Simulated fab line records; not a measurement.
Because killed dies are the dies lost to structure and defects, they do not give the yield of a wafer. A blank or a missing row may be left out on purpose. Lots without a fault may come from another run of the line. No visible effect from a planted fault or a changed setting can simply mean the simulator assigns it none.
Matching of chambers :: flow nand-harc :: NHARC_P_GATE_STRIP_108 on rie-diel-03 has 4 sister chambers
The step strips in O2. 18 wafers are shown with their chamber, then 9 later ones without.

== WAFERS, EACH WITH ITS CHAMBER ==
wafer: L076.1
chamber: 3
drypump-motor-current-A (A): 6.4
showerhead-plenum-p-Torr (Torr): 3.74
rf-vpp-V (V): 57.6

wafer: L076.3
chamber: 1
drypump-motor-current-A (A): 6.4
showerhead-plenum-p-Torr (Torr): 3.36
rf-vpp-V (V): 56.7

wafer: L076.4
chamber: 2
drypump-motor-current-A (A): 6.7
showerhead-plenum-p-Torr (Torr): 3.54
rf-vpp-V (V): 58.7

wafer: L079.1
chamber: 0
drypump-motor-current-A (A): 5.3
showerhead-plenum-p-Torr (Torr): 3.32
rf-vpp-V (V): 56.4

wafer: L079.3
chamber: 2
drypump-motor-current-A (A): 6.7
showerhead-plenum-p-Torr (Torr): 3.54
rf-vpp-V (V): 58.8

wafer: L079.4
chamber: 1
drypump-motor-current-A (A): 6.4
showerhead-plenum-p-Torr (Torr): 3.36
rf-vpp-V (V): 57.7

wafer: L078.1
chamber: 0
drypump-motor-current-A (A): 5.2
showerhead-plenum-p-Torr (Torr): 3.32
rf-vpp-V (V): 57.5

wafer: L078.2
chamber: 1
drypump-motor-current-A (A): 6.4
showerhead-plenum-p-Torr (Torr): 3.36
rf-vpp-V (V): 57.3

wafer: L078.5
chamber: 3
drypump-motor-current-A (A): 6.4
showerhead-plenum-p-Torr (Torr): 3.74
rf-vpp-V (V): 58.6

wafer: L081.2
chamber: 1
drypump-motor-current-A (A): 6.4
showerhead-plenum-p-Torr (Torr): 3.36
rf-vpp-V (V): 56.8

wafer: L081.4
chamber: 3
drypump-motor-current-A (A): 6.4
showerhead-plenum-p-Torr (Torr): 3.73
rf-vpp-V (V): 58.9

wafer: L081.6
chamber: 3
drypump-motor-current-A (A): 6.4
showerhead-plenum-p-Torr (Torr): 3.73
rf-vpp-V (V): 57.4

wafer: L081.1
chamber: 2
drypump-motor-current-A (A): 6.7
showerhead-plenum-p-Torr (Torr): 3.53
rf-vpp-V (V): 57.0

wafer: L081.3
chamber: 0
drypump-motor-current-A (A): 5.3
showerhead-plenum-p-Torr (Torr): 3.31
rf-vpp-V (V): 57.8

wafer: L081.5
chamber: 0
drypump-motor-current-A (A): 5.3
showerhead-plenum-p-Torr (Torr): 3.31
rf-vpp-V (V): 57.1

wafer: L084.1
chamber: 2
drypump-motor-current-A (A): 6.7
showerhead-plenum-p-Torr (Torr): 3.53
rf-vpp-V (V): 56.2

wafer: L084.2
chamber: 3
drypump-motor-current-A (A): 6.4
showerhead-plenum-p-Torr (Torr): 3.73
rf-vpp-V (V): 58.8

wafer: L084.3
chamber: 0
drypump-motor-current-A (A): 5.3
showerhead-plenum-p-Torr (Torr): 3.31
rf-vpp-V (V): 57.2

SIGNATURES (means of the wafers above)
reading: drypump-motor-current-A
chamber 0: 5.280
chamber 1: 6.400
chamber 2: 6.700
chamber 3: 6.400
scatter within a chamber: 0.0239

reading: showerhead-plenum-p-Torr
chamber 0: 3.3140
chamber 1: 3.3600
chamber 2: 3.5350
chamber 3: 3.7340
scatter within a chamber: 0.00493

reading: rf-vpp-V
chamber 0: 57.200
chamber 1: 57.125
chamber 2: 57.675
chamber 3: 58.260
scatter within a chamber: 0.788
Rule: a wafer's distance from a chamber is the root of the sum, over the readings, of the square of ((its reading less the chamber's mean) divided by the reading's scatter). If the next closest chamber is less than 2 further off than the closest, the wafer can't be placed; otherwise it belongs to the closest. The scatter: take each reading less its chamber's mean, square it, sum over the shown wafers, divide by the number of wafers less the number of chambers, and take the root.

== WAFERS WITH NO CHAMBER GIVEN ==
wafer: L089.1
drypump-motor-current-A (A): 6.7
showerhead-plenum-p-Torr (Torr): 3.52
rf-vpp-V (V): 57.3

wafer: L089.2
drypump-motor-current-A (A): 6.4
showerhead-plenum-p-Torr (Torr): 3.35
rf-vpp-V (V): 56.8

wafer: L089.4
drypump-motor-current-A (A): 5.3
showerhead-plenum-p-Torr (Torr): 3.30
rf-vpp-V (V): 58.1

wafer: L093.1
drypump-motor-current-A (A): 5.3
showerhead-plenum-p-Torr (Torr): 3.30
rf-vpp-V (V): 57.8

wafer: L093.3
drypump-motor-current-A (A): 6.4
showerhead-plenum-p-Torr (Torr): 3.34
rf-vpp-V (V): 56.9

wafer: L093.6
drypump-motor-current-A (A): 6.8
showerhead-plenum-p-Torr (Torr): 3.52
rf-vpp-V (V): 57.5

wafer: L095.1
drypump-motor-current-A (A): 6.4
showerhead-plenum-p-Torr (Torr): 3.34
rf-vpp-V (V): 57.6

wafer: L095.3
drypump-motor-current-A (A): 6.7
showerhead-plenum-p-Torr (Torr): 3.52
rf-vpp-V (V): 57.5

wafer: L095.4
drypump-motor-current-A (A): 6.4
showerhead-plenum-p-Torr (Torr): 3.72
rf-vpp-V (V): 59.2

== CHAMBER TAKEN BY EACH ==
wafer: L089.1
from the rows above: 2
in truth: 2

wafer: L089.2
from the rows above: 1
in truth: 1

wafer: L089.4
from the rows above: 0
in truth: 0

wafer: L093.1
from the rows above: 0
in truth: 0

wafer: L093.3
from the rows above: 1
in truth: 1

wafer: L093.6
from the rows above: 2
in truth: 2

wafer: L095.1
from the rows above: 1
in truth: 1

wafer: L095.3
from the rows above: 2
in truth: 2

wafer: L095.4
from the rows above: 3
in truth: 3
Placed correctly: 9 of 9. Number that these rows cannot place: 0. Placed wrongly: 0.
